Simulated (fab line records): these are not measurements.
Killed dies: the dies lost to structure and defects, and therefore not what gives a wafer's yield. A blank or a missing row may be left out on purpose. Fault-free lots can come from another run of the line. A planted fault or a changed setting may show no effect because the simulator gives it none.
fab line records / flow nandHarc
[record] lots = 12 wafers = 36 lastDay = 34
route steps=1302 shown P_STI@96 P_GATE@145
lots with no fault: from the same line, run without faults
startH: start of the lot's first displayed wafer, in hours after the record's first day / waitH: hours elapsed since this lot's preceding step / " same as the row above / L1.1+2: a row that stands for several wafers / - value missing, or start not given / * or withheld: withheld / < > ~ a bound
route shown NAME@n: NAME is a module with steps in the file, n the number in the route of the first one / usual: mean and standard deviation over wafers with no fault / same: alike in all rows / chamber/n: place in a boat / sites: the reading at each site / _std_site: the standard deviation of these / _edge_site: mean of outer sites minus mean of inner sites / radiusMm: how far each site lies from the wafer's centre / mask NAME#n: copy n / behind: the tool/chamber that last shaped the wafer / hold: reason for holding the lot/hours on hold/outcome of the hold / device: which transistor (n, p or np) failed to switch / end of line: tests run on the same wafers once the route is complete / a step without rows: its recipe alone / killed: dies lost to structure and defects at the first sort, not the wafer's yield / map: dies across one wafer; x = killed, . = not, _ = none there
set.NAME: the setting that was run; set.NAME@STEP: the one run at that earlier step / model.NAME: the simulator's own value behind a step, which no gauge read
a sample of lots followed through the steps of the route, with each step as a table and each wafer as a row
services: from which hour (startH, from the record's first day; less than 0 if before it) a tool's chamber was out of use, for how many hours, and why
[[steps]]
[step NHARC_P_STI_OCD_MEAS_43]
[usual] trenchDepthNm = 302/4.8 trenchFootCdNm = 157.4/2.2
lot.wafer=L499.2 tool=ocd-01 chamber=- startH=45.77 waitH=- trenchDepthNm=303 trenchFootCdNm=153.5
lot.wafer=L499.3 tool=ocd-01 chamber=- startH=45.77 waitH=- trenchDepthNm=306 trenchFootCdNm=156.8
lot.wafer=L499.6 tool=ocd-01 chamber=- startH=45.77 waitH=- trenchDepthNm=305 trenchFootCdNm=156.1
lot.wafer=L500.2 tool=ocd-02 chamber=- startH=56.76 waitH=- trenchDepthNm=298 trenchFootCdNm=155.3
lot.wafer=L500.5 tool=ocd-02 chamber=- startH=56.76 waitH=- trenchDepthNm=301 trenchFootCdNm=157.1
lot.wafer=L500.6 tool=ocd-02 chamber=- startH=56.76 waitH=- trenchDepthNm=288 trenchFootCdNm=159.1
lot.wafer=L501.1 tool=ocd-01 chamber=- startH=67.22 waitH=- trenchDepthNm=303 trenchFootCdNm=158.8
lot.wafer=L501.3 tool=ocd-01 chamber=- startH=67.22 waitH=- trenchDepthNm=306 trenchFootCdNm=160.6
lot.wafer=L501.5 tool=ocd-01 chamber=- startH=67.22 waitH=- trenchDepthNm=299 trenchFootCdNm=162.1
lot.wafer=L502.2 tool=ocd-01 chamber=- startH=75.78 waitH=- trenchDepthNm=291 trenchFootCdNm=160.8
lot.wafer=L502.5 tool=ocd-01 chamber=- startH=75.78 waitH=- trenchDepthNm=303 trenchFootCdNm=161.6
lot.wafer=L502.6 tool=ocd-01 chamber=- startH=75.78 waitH=- trenchDepthNm=305 trenchFootCdNm=160.2
lot.wafer=L503.2 tool=ocd-02 chamber=- startH=85.27 waitH=- trenchDepthNm=300 trenchFootCdNm=157.7
lot.wafer=L503.5 tool=ocd-02 chamber=- startH=85.27 waitH=- trenchDepthNm=297 trenchFootCdNm=161.3
lot.wafer=L503.6 tool=ocd-02 chamber=- startH=85.27 waitH=- trenchDepthNm=301 trenchFootCdNm=159.5
lot.wafer=L504.1 tool=ocd-02 chamber=- startH=95.92 waitH=- trenchDepthNm=290 trenchFootCdNm=156.8
lot.wafer=L504.5 tool=ocd-02 chamber=- startH=95.92 waitH=- trenchDepthNm=301 trenchFootCdNm=153.9
lot.wafer=L504.6 tool=ocd-02 chamber=- startH=95.92 waitH=- trenchDepthNm=293 trenchFootCdNm=157.4
lot.wafer=L510.1 tool=ocd-01 chamber=- startH=154.98 waitH=- trenchDepthNm=304 trenchFootCdNm=156.4
lot.wafer=L510.2 tool=ocd-01 chamber=- startH=154.98 waitH=- trenchDepthNm=310 trenchFootCdNm=159.5
lot.wafer=L510.3 tool=ocd-01 chamber=- startH=154.98 waitH=- trenchDepthNm=298 trenchFootCdNm=158.4
lot.wafer=L517.1 tool=ocd-02 chamber=- startH=226.50 waitH=- trenchDepthNm=298 trenchFootCdNm=158.5
lot.wafer=L517.5 tool=ocd-02 chamber=- startH=226.50 waitH=- trenchDepthNm=303 trenchFootCdNm=160.6
lot.wafer=L517.6 tool=ocd-02 chamber=- startH=226.50 waitH=- trenchDepthNm=300 trenchFootCdNm=158.0
lot.wafer=L519.1 tool=ocd-01 chamber=- startH=246.85 waitH=- trenchDepthNm=298 trenchFootCdNm=156.6
lot.wafer=L519.3 tool=ocd-01 chamber=- startH=246.85 waitH=- trenchDepthNm=301 trenchFootCdNm=158.0
lot.wafer=L519.4 tool=ocd-01 chamber=- startH=246.85 waitH=- trenchDepthNm=308 trenchFootCdNm=156.6
lot.wafer=L520.1 tool=ocd-02 chamber=- startH=257.53 waitH=- trenchDepthNm=305 trenchFootCdNm=153.3
lot.wafer=L520.2 tool=ocd-02 chamber=- startH=257.53 waitH=- trenchDepthNm=306 trenchFootCdNm=157.2
lot.wafer=L520.3 tool=ocd-02 chamber=- startH=257.53 waitH=- trenchDepthNm=302 trenchFootCdNm=156.0
lot.wafer=L521.3 tool=ocd-01 chamber=- startH=265.24 waitH=- trenchDepthNm=302 trenchFootCdNm=158.1
lot.wafer=L521.4 tool=ocd-01 chamber=- startH=265.24 waitH=- trenchDepthNm=313 trenchFootCdNm=153.3
lot.wafer=L521.5 tool=ocd-01 chamber=- startH=265.24 waitH=- trenchDepthNm=311 trenchFootCdNm=153.2
lot.wafer=L522.1 tool=ocd-01 chamber=- startH=278.18 waitH=- trenchDepthNm=300 trenchFootCdNm=156.8
lot.wafer=L522.5 tool=ocd-01 chamber=- startH=278.18 waitH=- trenchDepthNm=314 trenchFootCdNm=156.3
lot.wafer=L522.6 tool=ocd-01 chamber=- startH=278.18 waitH=- trenchDepthNm=298 trenchFootCdNm=156.2
[step NHARC_P_STI_CMP_21]
[recipe] tOverpolishS = 20 targetThkNm = 380.67
[usual] motorCurrentA = 11.9/1.3 overpolishRunS = 20.001/0.0081 slurryFlowMlMin = 150.0/0.43
lot.wafer=L499.2 tool=cmp-01 chamber=1 startH=67.46 waitH=0.4 motorCurrentA=12.4 overpolishRunS=19.997 slurryFlowMlMin=150.2
lot.wafer=L499.3 tool=cmp-01 chamber=2 startH=67.46 waitH=0.4 motorCurrentA=11.0 overpolishRunS=20.001 slurryFlowMlMin=149.5
lot.wafer=L499.6 tool=cmp-01 chamber=1 startH=67.46 waitH=0.4 motorCurrentA=12.7 overpolishRunS=19.999 slurryFlowMlMin=150.3
lot.wafer=L500.2 tool=cmp-03 chamber=2 startH=73.09 waitH=0.4 motorCurrentA=14.0 overpolishRunS=20.006 slurryFlowMlMin=149.8
lot.wafer=L500.5 tool=cmp-03 chamber=1 startH=73.09 waitH=0.4 motorCurrentA=11.4 overpolishRunS=19.999 slurryFlowMlMin=150.5
lot.wafer=L500.6 tool=cmp-03 chamber=2 startH=73.09 waitH=0.4 motorCurrentA=13.4 overpolishRunS=20.000 slurryFlowMlMin=149.8
lot.wafer=L501.3 tool=cmp-03 chamber=0 startH=85.58 waitH=0.4 motorCurrentA=10.6 overpolishRunS=20.001 slurryFlowMlMin=150.8
lot.wafer=L501.1 tool=cmp-03 chamber=2 startH=85.58 waitH=0.4 motorCurrentA=13.8 overpolishRunS=20.010 slurryFlowMlMin=149.8
lot.wafer=L501.5 tool=cmp-03 chamber=0 startH=85.58 waitH=0.4 motorCurrentA=10.4 overpolishRunS=19.995 slurryFlowMlMin=149.8
lot.wafer=L502.2 tool=cmp-03 chamber=3 startH=92.70 waitH=0.4 motorCurrentA=13.5 overpolishRunS=20.002 slurryFlowMlMin=150.1
lot.wafer=L502.5 tool=cmp-03 chamber=2 startH=92.70 waitH=0.4 motorCurrentA=13.4 overpolishRunS=20.015 slurryFlowMlMin=149.7
lot.wafer=L502.6 tool=cmp-03 chamber=3 startH=92.70 waitH=0.4 motorCurrentA=13.7 overpolishRunS=20.002 slurryFlowMlMin=150.7
lot.wafer=L503.2 tool=cmp-02 chamber=3 startH=102.67 waitH=0.4 motorCurrentA=13.3 overpolishRunS=19.996 slurryFlowMlMin=150.5
lot.wafer=L503.6 tool=cmp-02 chamber=1 startH=102.67 waitH=0.4 motorCurrentA=10.1 overpolishRunS=20.011 slurryFlowMlMin=151.4
lot.wafer=L503.5 tool=cmp-02 chamber=2 startH=102.67 waitH=0.4 motorCurrentA=12.0 overpolishRunS=20.000 slurryFlowMlMin=150.4
lot.wafer=L504.1 tool=cmp-02 chamber=2 startH=117.65 waitH=0.4 motorCurrentA=12.5 overpolishRunS=20.010 slurryFlowMlMin=150.3
lot.wafer=L504.6 tool=cmp-02 chamber=2 startH=117.65 waitH=0.4 motorCurrentA=11.5 overpolishRunS=20.005 slurryFlowMlMin=150.3
lot.wafer=L504.5 tool=cmp-02 chamber=3 startH=117.65 waitH=0.4 motorCurrentA=12.3 overpolishRunS=20.004 slurryFlowMlMin=150.3
lot.wafer=L510.1 tool=cmp-02 chamber=0 startH=171.80 waitH=0.4 motorCurrentA=11.4 overpolishRunS=19.996 slurryFlowMlMin=149.5
lot.wafer=L510.3 tool=cmp-02 chamber=2 startH=171.80 waitH=0.4 motorCurrentA=11.8 overpolishRunS=20.020 slurryFlowMlMin=150.0
lot.wafer=L510.2 tool=cmp-02 chamber=3 startH=171.80 waitH=0.4 motorCurrentA=13.3 overpolishRunS=20.004 slurryFlowMlMin=150.1
lot.wafer=L517.1 tool=cmp-01 chamber=2 startH=245.36 waitH=0.4 motorCurrentA=10.9 overpolishRunS=19.996 slurryFlowMlMin=149.6
lot.wafer=L517.6 tool=cmp-01 chamber=2 startH=245.36 waitH=0.4 motorCurrentA=10.4 overpolishRunS=20.011 slurryFlowMlMin=149.6
lot.wafer=L517.5 tool=cmp-01 chamber=3 startH=245.36 waitH=0.4 motorCurrentA=10.7 overpolishRunS=19.996 slurryFlowMlMin=150.3
lot.wafer=L519.1 tool=cmp-03 chamber=3 startH=270.17 waitH=0.4 motorCurrentA=13.8 overpolishRunS=20.012 slurryFlowMlMin=149.5
lot.wafer=L519.3 tool=cmp-03 chamber=1 startH=270.17 waitH=0.4 motorCurrentA=11.5 overpolishRunS=20.003 slurryFlowMlMin=149.8
lot.wafer=L519.4 tool=cmp-03 chamber=2 startH=270.17 waitH=0.4 motorCurrentA=13.9 overpolishRunS=20.007 slurryFlowMlMin=150.2
lot.wafer=L520.2 tool=cmp-02 chamber=1 startH=277.15 waitH=0.4 motorCurrentA=9.9 overpolishRunS=20.005 slurryFlowMlMin=149.6
lot.wafer=L520.1 tool=cmp-02 chamber=2 startH=277.15 waitH=0.4 motorCurrentA=11.5 overpolishRunS=19.997 slurryFlowMlMin=150.4
lot.wafer=L520.3 tool=cmp-02 chamber=3 startH=277.15 waitH=0.4 motorCurrentA=13.8 overpolishRunS=19.994 slurryFlowMlMin=149.9
lot.wafer=L521.4 tool=cmp-03 chamber=2 startH=286.08 waitH=0.4 motorCurrentA=14.2 overpolishRunS=20.004 slurryFlowMlMin=150.3
lot.wafer=L521.3 tool=cmp-03 chamber=3 startH=286.08 waitH=0.4 motorCurrentA=14.7 overpolishRunS=19.996 slurryFlowMlMin=150.2
lot.wafer=L521.5 tool=cmp-03 chamber=3 startH=286.08 waitH=0.4 motorCurrentA=14.4 overpolishRunS=20.006 slurryFlowMlMin=150.0
lot.wafer=L522.1 tool=cmp-01 chamber=3 startH=298.94 waitH=0.4 motorCurrentA=11.3 overpolishRunS=20.001 slurryFlowMlMin=149.2
lot.wafer=L522.6 tool=cmp-01 chamber=2 startH=298.94 waitH=0.4 motorCurrentA=10.5 overpolishRunS=20.011 slurryFlowMlMin=149.3
lot.wafer=L522.5 tool=cmp-01 chamber=3 startH=298.94 waitH=0.4 motorCurrentA=10.7 overpolishRunS=20.006 slurryFlowMlMin=149.4
[step NHARC_P_GATE_ETCH_104]
[recipe] targetDepthA = 600 timeS = withheld cf4FlowSccm = 100 chf3FlowSccm = 30 arFlowSccm = 0 rfW = 500 biasW = 200 chemistry = CF4/CHF3
[usual] drypumpMotorCurrentA = 5.8/0.44 oesProductAu = 0.948/0.021 rfFwdPowerW = 492.2/2.4 rfVppV = 370.5/2.3 showerheadPlenumPTorr = 1.57/0.064 throttleValvePct = 16.802/0.0091
lot.wafer=L499.3 tool=rieDiel-10 chamber=1 startH=101.27 waitH=0.1 drypumpMotorCurrentA=5.4 oesProductAu=0.944 rfFwdPowerW=485.8 rfVppV=371.1 showerheadPlenumPTorr=1.56 throttleValvePct=16.791
lot.wafer=L499.2 tool=rieDiel-10 chamber=2 startH=101.27 waitH=0.1 drypumpMotorCurrentA=5.4 oesProductAu=0.947 rfFwdPowerW=491.6 rfVppV=374.6 showerheadPlenumPTorr=1.67 throttleValvePct=16.813
lot.wafer=L499.6 tool=rieDiel-10 chamber=1 startH=101.27 waitH=0.1 drypumpMotorCurrentA=5.3 oesProductAu=0.946 rfFwdPowerW=487.5 rfVppV=370.9 showerheadPlenumPTorr=1.56 throttleValvePct=16.793
lot.wafer=L500.2 tool=rieDiel-01 chamber=0 startH=104.01 waitH=0.1 drypumpMotorCurrentA=6.2 oesProductAu=0.974 rfFwdPowerW=491.0 rfVppV=368.9 showerheadPlenumPTorr=1.53 throttleValvePct=16.794
lot.wafer=L500.5 tool=rieDiel-01 chamber=0 startH=104.01 waitH=0.1 drypumpMotorCurrentA=6.2 oesProductAu=0.986 rfFwdPowerW=491.1 rfVppV=369.9 showerheadPlenumPTorr=1.53 throttleValvePct=16.792
lot.wafer=L500.6 tool=rieDiel-01 chamber=1 startH=104.01 waitH=0.1 drypumpMotorCurrentA=5.5 oesProductAu=0.964 rfFwdPowerW=492.0 rfVppV=366.9 showerheadPlenumPTorr=1.49 throttleValvePct=16.797
lot.wafer=L501.1 tool=rieDiel-08 chamber=0 startH=122.13 waitH=0.1 drypumpMotorCurrentA=5.7 oesProductAu=0.924 rfFwdPowerW=492.8 rfVppV=372.6 showerheadPlenumPTorr=1.62 throttleValvePct=16.804
lot.wafer=L501.3 tool=rieDiel-08 chamber=1 startH=122.13 waitH=0.1 drypumpMotorCurrentA=6.4 oesProductAu=0.931 rfFwdPowerW=491.9 rfVppV=368.0 showerheadPlenumPTorr=1.51 throttleValvePct=16.803
lot.wafer=L501.5 tool=rieDiel-08 chamber=0 startH=122.13 waitH=0.1 drypumpMotorCurrentA=5.7 oesProductAu=0.921 rfFwdPowerW=492.1 rfVppV=372.4 showerheadPlenumPTorr=1.62 throttleValvePct=16.800
lot.wafer=L502.2 tool=rieDiel-10 chamber=2 startH=122.75 waitH=0.1 drypumpMotorCurrentA=5.4 oesProductAu=0.921 rfFwdPowerW=495.6 rfVppV=373.5 showerheadPlenumPTorr=1.67 throttleValvePct=16.811
lot.wafer=L502.6 tool=rieDiel-10 chamber=1 startH=122.75 waitH=0.1 drypumpMotorCurrentA=5.3 oesProductAu=0.912 rfFwdPowerW=488.0 rfVppV=369.8 showerheadPlenumPTorr=1.56 throttleValvePct=16.822
lot.wafer=L502.5 tool=rieDiel-10 chamber=2 startH=122.75 waitH=0.1 drypumpMotorCurrentA=5.4 oesProductAu=0.934 rfFwdPowerW=493.2 rfVppV=374.1 showerheadPlenumPTorr=1.67 throttleValvePct=16.799
lot.wafer=L503.2 tool=rieDiel-08 chamber=3 startH=133.60 waitH=0.1 drypumpMotorCurrentA=6.4 oesProductAu=0.970 rfFwdPowerW=491.3 rfVppV=371.1 showerheadPlenumPTorr=1.60 throttleValvePct=16.788
lot.wafer=L503.6 tool=rieDiel-08 chamber=2 startH=133.60 waitH=0.1 drypumpMotorCurrentA=5.8 oesProductAu=0.970 rfFwdPowerW=493.6 rfVppV=367.9 showerheadPlenumPTorr=1.51 throttleValvePct=16.801
lot.wafer=L503.5 tool=rieDiel-08 chamber=3 startH=133.60 waitH=0.1 drypumpMotorCurrentA=6.4 oesProductAu=0.978 rfFwdPowerW=490.7 rfVppV=371.2 showerheadPlenumPTorr=1.60 throttleValvePct=16.790
lot.wafer=L504.1 tool=rieDiel-01 chamber=3 startH=149.59 waitH=0.1 drypumpMotorCurrentA=6.0 oesProductAu=0.956 rfFwdPowerW=493.3 rfVppV=371.6 showerheadPlenumPTorr=1.60 throttleValvePct=16.817
lot.wafer=L504.6 tool=rieDiel-01 chamber=1 startH=149.59 waitH=0.1 drypumpMotorCurrentA=5.4 oesProductAu=0.965 rfFwdPowerW=491.6 rfVppV=367.8 showerheadPlenumPTorr=1.48 throttleValvePct=16.793
lot.wafer=L504.5 tool=rieDiel-01 chamber=2 startH=149.59 waitH=0.1 drypumpMotorCurrentA=6.4 oesProductAu=0.977 rfFwdPowerW=497.8 rfVppV=373.3 showerheadPlenumPTorr=1.66 throttleValvePct=16.809
lot.wafer=L510.3 tool=rieDiel-10 chamber=2 startH=209.89 waitH=0.1 drypumpMotorCurrentA=5.4 oesProductAu=1.039 rfFwdPowerW=556.5 rfVppV=373.8 showerheadPlenumPTorr=1.67 throttleValvePct=16.799
lot.wafer=L510.2 tool=rieDiel-10 chamber=0 startH=209.89 waitH=0.1 drypumpMotorCurrentA=5.2 oesProductAu=0.956 rfFwdPowerW=493.6 rfVppV=368.5 showerheadPlenumPTorr=1.52 throttleValvePct=16.794
lot.wafer=L510.1 tool=rieDiel-10 chamber=1 startH=209.89 waitH=0.1 drypumpMotorCurrentA=5.3 oesProductAu=0.952 rfFwdPowerW=486.1 rfVppV=369.5 showerheadPlenumPTorr=1.56 throttleValvePct=16.805
lot.wafer=L517.1 tool=rieDiel-10 chamber=1 startH=278.02 waitH=0.1 drypumpMotorCurrentA=5.3 oesProductAu=0.929 rfFwdPowerW=487.8 rfVppV=372.0 showerheadPlenumPTorr=1.55 throttleValvePct=16.811
lot.wafer=L517.5 tool=rieDiel-10 chamber=0 startH=278.02 waitH=0.1 drypumpMotorCurrentA=5.2 oesProductAu=0.922 rfFwdPowerW=494.1 rfVppV=369.8 showerheadPlenumPTorr=1.51 throttleValvePct=16.803
lot.wafer=L517.6 tool=rieDiel-10 chamber=1 startH=278.02 waitH=0.1 drypumpMotorCurrentA=5.3 oesProductAu=0.919 rfFwdPowerW=489.0 rfVppV=369.1 showerheadPlenumPTorr=1.55 throttleValvePct=16.813
lot.wafer=L519.3 tool=rieDiel-01 chamber=2 startH=312.48 waitH=0.1 drypumpMotorCurrentA=6.4 oesProductAu=0.932 rfFwdPowerW=495.4 rfVppV=373.0 showerheadPlenumPTorr=1.66 throttleValvePct=16.784
lot.wafer=L519.1 tool=rieDiel-01 chamber=3 startH=312.48 waitH=0.1 drypumpMotorCurrentA=6.0 oesProductAu=0.931 rfFwdPowerW=492.3 rfVppV=373.6 showerheadPlenumPTorr=1.60 throttleValvePct=16.801
lot.wafer=L519.4 tool=rieDiel-01 chamber=0 startH=312.48 waitH=0.1 drypumpMotorCurrentA=6.2 oesProductAu=0.917 rfFwdPowerW=487.8 rfVppV=369.9 showerheadPlenumPTorr=1.53 throttleValvePct=16.797
lot.wafer=L520.3 tool=rieDiel-08 chamber=3 startH=318.12 waitH=0.1 drypumpMotorCurrentA=6.4 oesProductAu=0.922 rfFwdPowerW=490.5 rfVppV=371.5 showerheadPlenumPTorr=1.60 throttleValvePct=16.808
lot.wafer=L520.2 tool=rieDiel-08 chamber=0 startH=318.12 waitH=0.1 drypumpMotorCurrentA=5.7 oesProductAu=0.930 rfFwdPowerW=492.0 rfVppV=372.2 showerheadPlenumPTorr=1.62 throttleValvePct=16.795
lot.wafer=L520.1 tool=rieDiel-08 chamber=2 startH=318.12 waitH=0.1 drypumpMotorCurrentA=5.8 oesProductAu=0.933 rfFwdPowerW=495.2 rfVppV=366.7 showerheadPlenumPTorr=1.51 throttleValvePct=16.801
lot.wafer=L521.3 tool=rieDiel-08 chamber=1 startH=319.02 waitH=0.1 drypumpMotorCurrentA=6.4 oesProductAu=0.954 rfFwdPowerW=490.2 rfVppV=367.9 showerheadPlenumPTorr=1.51 throttleValvePct=16.800
lot.wafer=L521.4 tool=rieDiel-08 chamber=0 startH=319.02 waitH=0.1 drypumpMotorCurrentA=5.7 oesProductAu=0.960 rfFwdPowerW=493.7 rfVppV=372.7 showerheadPlenumPTorr=1.62 throttleValvePct=16.808
lot.wafer=L521.5 tool=rieDiel-08 chamber=2 startH=319.02 waitH=0.1 drypumpMotorCurrentA=5.8 oesProductAu=0.983 rfFwdPowerW=492.8 rfVppV=368.0 showerheadPlenumPTorr=1.51 throttleValvePct=16.804
lot.wafer=L522.1 tool=rieDiel-01 chamber=1 startH=337.98 waitH=0.1 drypumpMotorCurrentA=5.5 oesProductAu=0.977 rfFwdPowerW=489.3 rfVppV=366.5 showerheadPlenumPTorr=1.48 throttleValvePct=16.808
lot.wafer=L522.6 tool=rieDiel-01 chamber=1 startH=337.98 waitH=0.1 drypumpMotorCurrentA=5.4 oesProductAu=0.972 rfFwdPowerW=487.9 rfVppV=366.7 showerheadPlenumPTorr=1.48 throttleValvePct=16.792
lot.wafer=L522.5 tool=rieDiel-01 chamber=2 startH=337.98 waitH=0.1 drypumpMotorCurrentA=6.4 oesProductAu=0.966 rfFwdPowerW=495.1 rfVppV=373.2 showerheadPlenumPTorr=1.66 throttleValvePct=16.804
[step NHARC_P_GATE_ALD_36]
[recipe] targetThkA = 200 pulseTimeS = 60 aldCycles = 223 tempC = 400 material = SiNx
[usual] heaterPowerW = 908/110 precursorPulseHeightRel = 1.000/0.02
lot.wafer=L499.3 tool=aldSin-04 chamber=1 startH=102.44 waitH=- heaterPowerW=814 precursorPulseHeightRel=0.979
lot.wafer=L499.2 tool=aldSin-04 chamber=0 startH=105.60 waitH=- heaterPowerW=1150 precursorPulseHeightRel=0.980
lot.wafer=L499.6 tool=aldSin-04 chamber=2 startH=107.71 waitH=- heaterPowerW=1041 precursorPulseHeightRel=1.002
lot.wafer=L500.2 tool=aldSin-03 chamber=1 startH=107.32 waitH=- heaterPowerW=707 precursorPulseHeightRel=1.044
lot.wafer=L500.5 tool=aldSin-03 chamber=3 startH=109.46 waitH=- heaterPowerW=898 precursorPulseHeightRel=0.982
lot.wafer=L500.6 tool=aldSin-03 chamber=0 startH=110.53 waitH=- heaterPowerW=841 precursorPulseHeightRel=0.996
lot.wafer=L501.3 tool=aldSin-02 chamber=3 startH=123.41 waitH=- heaterPowerW=904 precursorPulseHeightRel=0.963
lot.wafer=L501.1 tool=aldSin-02 chamber=1 startH=125.50 waitH=- heaterPowerW=934 precursorPulseHeightRel=1.007
lot.wafer=L501.5 tool=aldSin-02 chamber=0 startH=128.64 waitH=- heaterPowerW=917 precursorPulseHeightRel=0.981
lot.wafer=L502.2 tool=aldSin-04 chamber=1 startH=124.38 waitH=- heaterPowerW=812 precursorPulseHeightRel=1.014
lot.wafer=L502.5 tool=aldSin-04 chamber=1 startH=128.57 waitH=- heaterPowerW=803 precursorPulseHeightRel=1.001
lot.wafer=L502.6 tool=aldSin-04 chamber=2 startH=129.62 waitH=- heaterPowerW=1070 precursorPulseHeightRel=1.029
lot.wafer=L503.2 tool=aldSin-03 chamber=0 startH=134.78 waitH=- heaterPowerW=830 precursorPulseHeightRel=1.004
lot.wafer=L503.5 tool=aldSin-03 chamber=0 startH=139.01 waitH=- heaterPowerW=829 precursorPulseHeightRel=0.986
lot.wafer=L503.6 tool=aldSin-03 chamber=1 startH=140.07 waitH=- heaterPowerW=708 precursorPulseHeightRel=0.996
lot.wafer=L504.1 tool=aldSin-02 chamber=2 startH=152.86 waitH=- heaterPowerW=900 precursorPulseHeightRel=0.989
lot.wafer=L504.6 tool=aldSin-02 chamber=0 startH=154.97 waitH=- heaterPowerW=976 precursorPulseHeightRel=1.006
lot.wafer=L504.5 tool=aldSin-02 chamber=1 startH=156.03 waitH=- heaterPowerW=980 precursorPulseHeightRel=1.020
lot.wafer=L510.3 tool=aldSin-02 chamber=0 startH=212.28 waitH=- heaterPowerW=940 precursorPulseHeightRel=1.006
lot.wafer=L510.2 tool=aldSin-02 chamber=1 startH=213.36 waitH=- heaterPowerW=995 precursorPulseHeightRel=0.989
lot.wafer=L510.1 tool=aldSin-02 chamber=2 startH=214.43 waitH=- heaterPowerW=895 precursorPulseHeightRel=0.998
lot.wafer=L517.1 tool=aldSin-04 chamber=1 startH=279.20 waitH=- heaterPowerW=708 precursorPulseHeightRel=0.968
lot.wafer=L517.5 tool=aldSin-04 chamber=1 startH=283.37 waitH=- heaterPowerW=733 precursorPulseHeightRel=1.001
lot.wafer=L517.6 tool=aldSin-04 chamber=2 startH=284.41 waitH=- heaterPowerW=1091 precursorPulseHeightRel=1.001
lot.wafer=L519.4 tool=aldSin-04 chamber=2 startH=313.66 waitH=- heaterPowerW=1106 precursorPulseHeightRel=0.980
lot.wafer=L519.1 tool=aldSin-04 chamber=0 startH=315.75 waitH=- heaterPowerW=1107 precursorPulseHeightRel=1.015
lot.wafer=L519.3 tool=aldSin-04 chamber=1 startH=316.80 waitH=- heaterPowerW=729 precursorPulseHeightRel=0.982
lot.wafer=L521.3 tool=aldSin-03 chamber=2 startH=320.21 waitH=- heaterPowerW=977 precursorPulseHeightRel=1.036
lot.wafer=L521.4 tool=aldSin-03 chamber=1 startH=323.39 waitH=- heaterPowerW=706 precursorPulseHeightRel=0.975
lot.wafer=L521.5 tool=aldSin-03 chamber=3 startH=325.51 waitH=- heaterPowerW=844 precursorPulseHeightRel=1.015
lot.wafer=L520.3 tool=aldSin-02 chamber=2 startH=320.34 waitH=- heaterPowerW=898 precursorPulseHeightRel=1.006
lot.wafer=L520.2 tool=aldSin-02 chamber=3 startH=321.39 waitH=- heaterPowerW=830 precursorPulseHeightRel=0.993
lot.wafer=L520.1 tool=aldSin-02 chamber=0 startH=322.43 waitH=- heaterPowerW=974 precursorPulseHeightRel=0.985
lot.wafer=L522.1 tool=aldSin-02 chamber=3 startH=340.20 waitH=- heaterPowerW=848 precursorPulseHeightRel=1.014
lot.wafer=L522.6 tool=aldSin-02 chamber=2 startH=343.35 waitH=- heaterPowerW=891 precursorPulseHeightRel=1.009
lot.wafer=L522.5 tool=aldSin-02 chamber=3 startH=344.40 waitH=- heaterPowerW=823 precursorPulseHeightRel=1.003
[[services]]
tool=aldSin-04 chamber=1 startH=43.47 hours=2.8 kind=repair
tool=rieDiel-01 chamber=- startH=45.14 hours=1.7 kind=repair
tool=aldSin-04 chamber=- startH=48.14 hours=2.6 kind=repair
tool=cmp-02 chamber=- startH=52.52 hours=0.4 kind=repair
tool=cmp-03 chamber=- startH=64.00 hours=4.0 kind=pm
tool=rieDiel-10 chamber=- startH=65.50 hours=9.0 kind=pm
tool=rieDiel-01 chamber=0 startH=65.82 hours=14.9 kind=repair
tool=rieDiel-08 chamber=1 startH=73.04 hours=15.0 kind=repair
tool=rieDiel-08 chamber=2 startH=74.28 hours=29.9 kind=repair
tool=aldSin-04 chamber=- startH=76.00 hours=10.0 kind=pm
tool=rieDiel-01 chamber=3 startH=77.29 hours=5.6 kind=repair
tool=rieDiel-08 chamber=0 startH=81.04 hours=2.9 kind=repair
tool=cmp-02 chamber=- startH=81.23 hours=0.2 kind=repair
tool=cmp-02 chamber=- startH=99.42 hours=0.5 kind=repair
tool=rieDiel-08 chamber=3 startH=99.96 hours=23.6 kind=repair
tool=cmp-03 chamber=- startH=112.44 hours=1.4 kind=repair
tool=cmp-03 chamber=- startH=162.00 hours=4.0 kind=pm
tool=aldSin-02 chamber=0 startH=183.44 hours=8.8 kind=repair
tool=cmp-03 chamber=- startH=205.01 hours=1.2 kind=repair
tool=cmp-03 chamber=- startH=207.83 hours=3.0 kind=repair
tool=cmp-03 chamber=- startH=224.67 hours=1.2 kind=repair
tool=cmp-03 chamber=- startH=260.00 hours=4.0 kind=pm
tool=aldSin-02 chamber=3 startH=298.12 hours=17.6 kind=repair
tool=aldSin-02 chamber=- startH=307.69 hours=10.0 kind=pm
[[key]]
[firstSign] step = NHARC_P_GATE_ETCH_104 reading = rfFwdPowerW direction = up sigmas = 26 usual = * struck = *
[effect] step = NHARC_P_GATE_ETCH_104 reading = oesProductAu direction = up sigmas = 4.3 usual = 0.948 struck = 1.039
metAt NHARC_P_GATE_ETCH_104
struckLots L510
struckWafers L510.3
testerLeftOut L510
notActingAt NHARC_P_STI_OCD_MEAS_43,NHARC_P_STI_CMP_21,NHARC_P_GATE_ALD_36
onsetBetween 122.75 209.89
[fault] kind = processParameterDrift tool = rieDiel-10 chamber = 2 onsetH = 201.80 steps = NHARC_P_GATE_ETCH_104 channel = rfW offset = * shape = step endH = 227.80 actsIn = * stated = *
// testerLeftOut: of these lots the tester's yield and bins aren't shown, on N5 and GAA mostly nor the transistor test; their killed dies are dies lost to structure and defects alone, not to doping, threshold or leakage, so they don't give the yield
